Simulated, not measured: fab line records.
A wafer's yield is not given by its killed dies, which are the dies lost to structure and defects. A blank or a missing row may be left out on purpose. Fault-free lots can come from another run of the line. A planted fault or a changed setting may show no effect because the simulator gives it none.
fab line records	flow nand-harc
record: lots: 12	wafers: 36	last-day: 24
route steps=1159 shown A_CONTACT@897
lots that met no fault: taken from a fault-free run of the same line
start-h: hours from the record's first day to the start of the lot's first wafer shown	wait-h: time in hours since the lot's previous step	" the same as in the row above	L1.1+2: a row that stands for several wafers	- no value, or no start given	* or withheld: withheld	< > ~ a bound
route shown NAME@n: names a module that has steps shown in the file, with the first one's number in the route	usual: mean/standard deviation of fault-free wafers	same: alike in all rows	chamber/n: place in a boat	sites: each site's reading	_std_site: standard deviation of those values	_edge_site: mean of outer sites minus mean of inner sites	radius-mm: how far each site lies from the wafer's centre	mask NAME#n: copy n	behind: the tool/chamber that last shaped the wafer	hold: the reason the lot was held/the length of the hold in hours/how it ended	device: which transistor (n, p or np) failed to switch	end of line: the tests these same wafers got at the end of their route	a step without rows: its recipe alone	killed: not the wafer's yield, but the dies lost to structure and defects at the first sort	map: per-die view of a wafer (x killed, . not killed, _ where there is no die)
set.NAME: the setting as run; set.NAME@STEP: as run at that earlier step	model.NAME: the simulator's own value behind a step, which no gauge read
one table for each step of the route and one row for each wafer, over a sample of lots
services: from which hour (start-h, from the record's first day; less than 0 if before it) a tool's chamber was out of use, for how many hours, and why
== steps ==
step: NHARC_A_CONTACT_OVL_MEAS_70
usual: overlay-x-nm: -0.1/0.97	overlay-y-nm: 0.2/0.89
lot.wafer	tool	chamber	start-h	wait-h	overlay-x-nm	overlay-y-nm
L101.1	overlay-02	-	385.56	-	0.7	-0.6
L101.3	"	-	"	"	-0.1	-0.4
L101.5	"	-	"	"	-0.2	-0.8
L104.3	overlay-02	-	405.08	-	1.4	1.3
L104.5	"	-	"	"	1.1	1.3
L104.6	"	-	"	"	1.2	1.4
L108.2	overlay-01	-	431.86	-	1.2	1.5
L108.4	"	-	"	"	1.5	2.4
L108.6	"	-	"	"	1.3	2.0
L109.2	overlay-01	-	433.11	-	-0.1	0.1
L109.4	"	-	"	"	-0.2	-0.4
L109.6	"	-	"	"	-0.4	-0.6
L111.2	overlay-01	-	445.58	-	0.7	-1.0
L111.4	"	-	"	"	0.7	-1.2
L111.6	"	-	"	"	0.3	-0.5
L113.1	overlay-01	-	458.43	-	-1.7	1.9
L113.5	"	-	"	"	-1.6	1.6
L113.6	"	-	"	"	-1.5	2.1
L116.1	overlay-02	-	469.89	-	0.9	-1.5
L116.2	"	-	"	"	0.7	-1.3
L116.3	"	-	"	"	0.3	-0.9
L115.3	overlay-02	-	471.64	-	-0.5	1.7
L115.4	"	-	"	"	-0.7	0.6
L115.6	"	-	"	"	-0.3	0.8
L117.3	overlay-01	-	474.07	-	-1.3	1.0
L117.4	"	-	"	"	-1.0	1.4
L117.5	"	-	"	"	-1.6	1.2
L118.2	overlay-02	-	491.18	-	1.3	0.7
L118.3	"	-	"	"	1.2	0.7
L118.5	"	-	"	"	1.8	0.6
L119.1	overlay-01	-	496.69	-	-0.5	0.3
L119.4	"	-	"	"	-0.2	0.1
L119.6	"	-	"	"	-0.6	-0.1
L121.3	overlay-01	-	506.96	-	0.8	1.0
L121.5	"	-	"	"	1.2	0.7
L121.6	"	-	"	"	0.2	0.6
step: NHARC_A_CONTACT_ETCH_97
recipe: target-depth-a: 200	over-etch-frac: 0.5	time-s: 10	ion-energy-ev: 250	c4f6-flow-sccm: 25	o2-flow-sccm: 20	ar-flow-sccm: 500	rf-w: 600	bias-w: 500	chemistry: C4F6/O2
usual: bias-w: 500.2/1.3	c4f6-flow-sccm: 25.01/0.073	drypump-motor-current-A: 5.7/0.47	mfc-ar-sccm: 499.9/1.4	oes-product-au: 0.962/0.024	rf-vpp-V: 548/3.6	showerhead-plenum-p-Torr: 3.97/0.18	throttle-valve-pct: 26.904/0.0099
lot.wafer	tool	chamber	start-h	wait-h	bias-w	c4f6-flow-sccm	drypump-motor-current-A	mfc-ar-sccm	oes-product-au	rf-hours-counter-h	rf-vpp-V	showerhead-plenum-p-Torr	throttle-valve-pct
L101.1	rie-diel-06	3	-	-	499.6	25.04	6.4	499.5	0.947	27	546	3.88	26.900
L101.3	"	1	"	"	498.9	25.10	5.4	499.2	0.954	25	547	3.94	26.915
L101.5	"	2	"	"	500.2	24.99	5.3	498.8	0.965	-	551	4.16	26.885
L104.3	rie-diel-11	2	408.63	0.1	502.0	25.00	5.9	500.6	0.948	11	552	4.18	26.905
L104.5	"	2	"	"	502.7	25.04	5.9	500.6	0.931	-	551	4.18	26.906
L104.6	"	0	"	"	498.4	24.92	6.5	500.0	0.943	-	552	4.18	26.927
L108.4	rie-diel-06	1	-	-	500.4	24.96	5.5	500.1	0.950	2	547	3.93	26.904
L108.2	"	2	"	"	501.1	24.99	5.3	502.1	0.961	2	552	4.15	26.913
L108.6	"	0	"	"	499.4	24.87	5.5	499.7	0.954	-	553	4.23	26.911
L109.2	rie-diel-06	3	-	-	499.7	25.04	6.4	499.3	0.946	2	546	3.88	26.916
L109.4	"	0	"	"	500.8	25.10	5.5	500.3	0.940	2	552	4.23	26.882
L109.6	"	1	"	"	502.7	25.03	5.5	501.5	0.951	-	546	3.93	26.909
L111.2	rie-diel-06	1	449.10	0.1	501.7	24.92	5.4	499.3	0.954	6	547	3.93	26.891
L111.4	"	3	"	"	498.7	24.95	6.4	500.6	0.949	-	545	3.88	26.904
L111.6	"	2	"	"	499.3	25.07	5.3	503.5	0.950	-	552	4.15	26.912
L113.1	rie-diel-06	1	-	-	502.0	24.97	5.4	496.9	0.976	8	549	3.93	26.901
L113.6	"	3	"	"	500.9	25.00	6.4	499.0	0.959	-	547	3.87	26.899
L113.5	"	0	"	"	501.6	24.96	5.5	500.7	0.963	-	552	4.22	26.874
L116.1	rie-diel-06	3	-	-	500.0	24.92	6.4	499.5	0.932	12	547	3.87	26.907
L116.3	"	0	"	"	500.7	24.97	5.5	502.1	0.942	11	555	4.22	26.898
L116.2	"	2	"	"	501.2	25.08	5.3	499.4	0.965	11	551	4.15	26.912
L115.3	rie-diel-06	1	-	-	499.2	24.99	5.4	497.9	0.941	13	546	3.93	26.887
L115.4	"	2	"	"	499.9	25.00	5.3	501.1	0.961	12	552	4.15	26.912
L115.6	"	1	"	"	501.7	25.08	5.5	498.3	0.949	-	546	3.93	26.910
L117.4	rie-diel-06	3	-	-	499.5	24.96	6.4	501.6	0.958	12	545	3.87	26.890
L117.3	"	1	"	"	499.6	25.02	5.4	499.1	0.959	13	546	3.93	26.918
L117.5	"	3	"	"	502.5	24.97	6.4	497.7	0.955	-	545	3.87	26.900
L118.3	rie-diel-06	3	-	-	499.8	25.07	6.4	498.8	0.949	15	547	3.87	26.907
L118.2	"	0	"	"	499.1	24.95	5.5	501.9	0.934	14	553	4.22	26.898
L118.5	"	1	"	"	501.5	25.08	5.4	498.5	0.936	-	549	3.92	26.898
L119.4	rie-diel-11	3	-	-	501.4	25.13	5.5	499.6	1.002	52	548	3.98	26.912
L119.1	"	1	"	"	500.6	24.95	5.9	498.3	0.993	45	542	3.69	26.913
L119.6	"	0	"	"	499.7	25.02	6.4	501.0	0.976	-	550	4.16	26.909
L121.3	rie-diel-11	0	510.48	0.1	498.9	24.81	6.5	500.1	0.934	53	552	4.15	26.906
L121.6	"	0	"	"	502.2	24.92	6.5	499.8	0.935	-	550	4.15	26.921
L121.5	"	1	"	"	500.5	25.03	6.0	500.4	0.954	-	541	3.68	26.892
step: NHARC_A_CONTACT_CD_MEAS_80
usual: cd-nm: 189.7/0.76
lot.wafer	tool	chamber	start-h	wait-h	cd-nm
L101.1	cd-sem-03	-	388.95	-	190.4
L101.3	"	-	"	"	189.1
L101.5	"	-	"	"	188.8
L104.3	cd-sem-01	-	408.72	-	190.4
L104.5	"	-	"	"	190.2
L104.6	"	-	"	"	189.9
L108.2	cd-sem-02	-	436.19	-	191.0
L108.4	"	-	"	"	190.2
L108.6	"	-	"	"	191.0
L109.2	cd-sem-03	-	436.69	-	189.4
L109.4	"	-	"	"	189.6
L109.6	"	-	"	"	189.1
L111.2	cd-sem-02	-	449.18	-	190.5
L111.4	"	-	"	"	190.3
L111.6	"	-	"	"	190.3
L113.1	cd-sem-03	-	461.83	-	189.9
L113.5	"	-	"	"	190.5
L113.6	"	-	"	"	190.4
L116.1	cd-sem-03	-	473.28	-	187.5
L116.2	"	-	"	"	187.4
L116.3	"	-	"	"	188.2
L115.3	cd-sem-02	-	475.01	-	188.7
L115.4	"	-	"	"	189.5
L115.6	"	-	"	"	189.5
L117.3	cd-sem-03	-	477.47	-	190.0
L117.4	"	-	"	"	190.3
L117.5	"	-	"	"	190.3
L118.2	cd-sem-01	-	494.51	-	189.7
L118.3	"	-	"	"	190.2
L118.5	"	-	"	"	189.9
L119.1	cd-sem-03	-	500.05	-	189.9
L119.4	"	-	"	"	189.9
L119.6	"	-	"	"	189.7
L121.3	cd-sem-03	-	510.57	-	190.3
L121.5	"	-	"	"	190.4
L121.6	"	-	"	"	190.1
step: NHARC_A_CONTACT_ETCH_106
recipe: target-depth-a: 600	overetch-a: 60	time-s: 33	ion-energy-ev: 100	cf4-flow-sccm: 80	o2-flow-sccm: 20	ar-flow-sccm: 0	rf-w: 300	bias-w: 100	chemistry: CF4/O2
usual: bias-w: 100.0/0.34	cf4-flow-sccm: 80.03/0.23	drypump-motor-current-A: 5.7/0.48	mfc-ar-sccm: 0.013/0.015	oes-product-au: 0.998/0.0091	rf-vpp-V: 197.9/1.6	showerhead-plenum-p-Torr: 1.35/0.067	throttle-valve-pct: 13.396/0.0092
lot.wafer	tool	chamber	start-h	wait-h	bias-w	cf4-flow-sccm	drypump-motor-current-A	mfc-ar-sccm	oes-product-au	rf-hours-counter-h	rf-vpp-V	showerhead-plenum-p-Torr	throttle-valve-pct
L101.1	rie-diel-06	2	389.25	0.1	99.6	79.99	5.3	0.008	1.002	29	199.6	1.42	13.393
L101.3	"	1	"	"	99.8	80.32	5.4	0.043	0.980	25	197.6	1.34	13.392
L101.5	"	2	"	"	99.8	80.05	5.3	0.008	1.002	-	200.3	1.42	13.393
L104.3	rie-diel-11	1	409.02	0.1	100.0	80.24	5.9	0.006	0.992	11	197.6	1.26	13.398
L104.5	"	0	"	"	100.2	80.20	6.5	0.020	0.991	-	199.0	1.43	13.392
L104.6	"	1	"	"	100.1	79.93	5.9	0.006	0.996	-	196.3	1.26	13.408
L108.4	rie-diel-11	0	436.70	0.1	-	-	-	-	-	-	-	-	-
L108.2	"	2	"	"	-	-	-	-	-	-	-	-	-
L108.6	"	1	"	"	-	-	-	-	-	-	-	-	-
L109.2	rie-diel-06	3	436.98	0.1	-	-	-	-	-	-	-	-	-
L109.4	"	2	"	"	-	-	-	-	-	-	-	-	-
L109.6	"	0	"	"	-	-	-	-	-	-	-	-	-
L111.2	rie-diel-06	2	449.51	0.1	99.8	79.74	5.3	0.008	0.999	6	199.9	1.42	13.390
L111.4	"	3	"	"	99.9	80.20	6.4	0.020	1.000	-	197.1	1.32	13.407
L111.6	"	2	"	"	99.9	80.09	5.3	0.008	1.003	-	197.4	1.42	13.392
L113.1	rie-diel-06	3	462.12	0.1	99.9	80.32	6.4	0.020	0.995	9	197.2	1.32	13.408
L113.6	"	3	"	"	100.2	79.83	6.4	0.020	0.990	-	198.2	1.32	13.397
L113.5	"	0	"	"	99.5	80.04	5.5	0	0.999	-	199.9	1.44	13.380
L116.1	rie-diel-09	2	473.58	0.1	99.9	79.80	5.5	0	0.993	11	197.4	1.32	13.396
L116.3	"	3	"	"	100.7	80.13	5.6	0	1.016	10	195.4	1.24	13.389
L116.2	"	1	"	"	99.8	80.31	4.8	0.040	1.001	13	199.0	1.37	13.405
L115.3	rie-diel-06	1	475.30	0.1	100.5	80.01	5.4	0.043	0.990	13	196.4	1.34	13.387
L115.4	"	3	"	"	100.6	79.98	6.4	0.020	0.991	12	197.2	1.32	13.406
L115.6	"	0	"	"	100.4	80.24	5.5	0	0.988	-	200.4	1.44	13.390
L117.3	rie-diel-06	3	477.76	0.1	100.1	80.15	6.4	0.020	0.992	12	196.7	1.32	13.394
L117.4	"	0	"	"	100.3	79.61	5.5	0	0.995	11	199.1	1.44	13.403
L117.5	"	0	"	"	99.8	79.75	5.5	0	0.993	-	199.2	1.44	13.414
L118.2	rie-diel-06	2	494.80	0.0	99.9	80.43	5.3	0.008	0.997	15	198.4	1.42	13.381
L118.3	"	3	"	"	99.6	80.25	6.4	0.020	0.998	15	196.6	1.32	13.400
L118.5	"	3	"	"	99.6	80.03	6.4	0.020	0.990	-	198.4	1.32	13.392
L119.4	rie-diel-09	2	500.36	0.1	100.4	79.71	5.5	0	0.978	20	197.5	1.32	13.401
L119.1	"	3	"	"	99.8	80.01	5.7	0	0.995	18	195.6	1.24	13.390
L119.6	"	2	"	"	100.0	80.05	5.5	0	0.983	-	197.4	1.32	13.399
L121.3	rie-diel-11	0	510.90	0.1	99.8	79.92	6.5	0.020	0.983	53	199.3	1.42	13.394
L121.6	"	1	"	"	100.0	79.79	5.9	0.006	0.998	-	196.1	1.25	13.401
L121.5	"	2	"	"	100.2	80.08	5.9	0	1.009	-	199.7	1.42	13.379
== services ==
tool	chamber	start-h	hours	kind
rie-diel-11	-	366.57	9.0	pm
rie-diel-06	0	372.82	-	clean
rie-diel-06	1	372.82	-	clean
rie-diel-06	2	372.82	-	clean
rie-diel-06	3	372.82	-	clean
rie-diel-06	0	397.32	-	clean
rie-diel-06	1	397.32	-	clean
rie-diel-06	2	397.32	-	clean
rie-diel-06	3	397.32	-	clean
rie-diel-09	2	401.76	4.6	repair
rie-diel-09	0	414.73	17.9	repair
rie-diel-11	0	415.66	3.6	repair
rie-diel-06	-	418.20	9.0	pm
rie-diel-06	0	418.20	9.0	vent-cycle
rie-diel-06	1	418.20	9.0	vent-cycle
rie-diel-06	2	418.20	9.0	vent-cycle
rie-diel-06	3	418.20	9.0	vent-cycle
rie-diel-06	0	427.20	-	clean
rie-diel-06	3	430.53	1.5	repair
rie-diel-09	-	431.22	9.0	pm
rie-diel-06	0	443.98	8.6	repair
rie-diel-06	2	502.43	5.0	repair
rie-diel-11	3	506.89	14.9	repair
rie-diel-06	0	508.47	4.6	repair
== key ==
first-sign: step: NHARC_A_CONTACT_ETCH_106	reading: tool-record	direction: missing
effect none on later readings
met-at NHARC_A_CONTACT_ETCH_106
struck-lots L108,L109
tester-left-out L108,L109
not-acting-at NHARC_A_CONTACT_OVL_MEAS_70,NHARC_A_CONTACT_ETCH_97,NHARC_A_CONTACT_CD_MEAS_80
onset-between 409.02 436.70
fault: kind: skipped-step-whole	tool: rie-diel-06,rie-diel-11	chamber: -	onset-h: 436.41	steps: NHARC_A_CONTACT_ETCH_106	scope: struck-lots-only
tester-left-out: of these lots the tester's yield and bins aren't shown, on N5 and GAA mostly nor the transistor test; their killed dies are dies lost to structure and defects alone, not to doping, threshold or leakage, so they don't give the yield
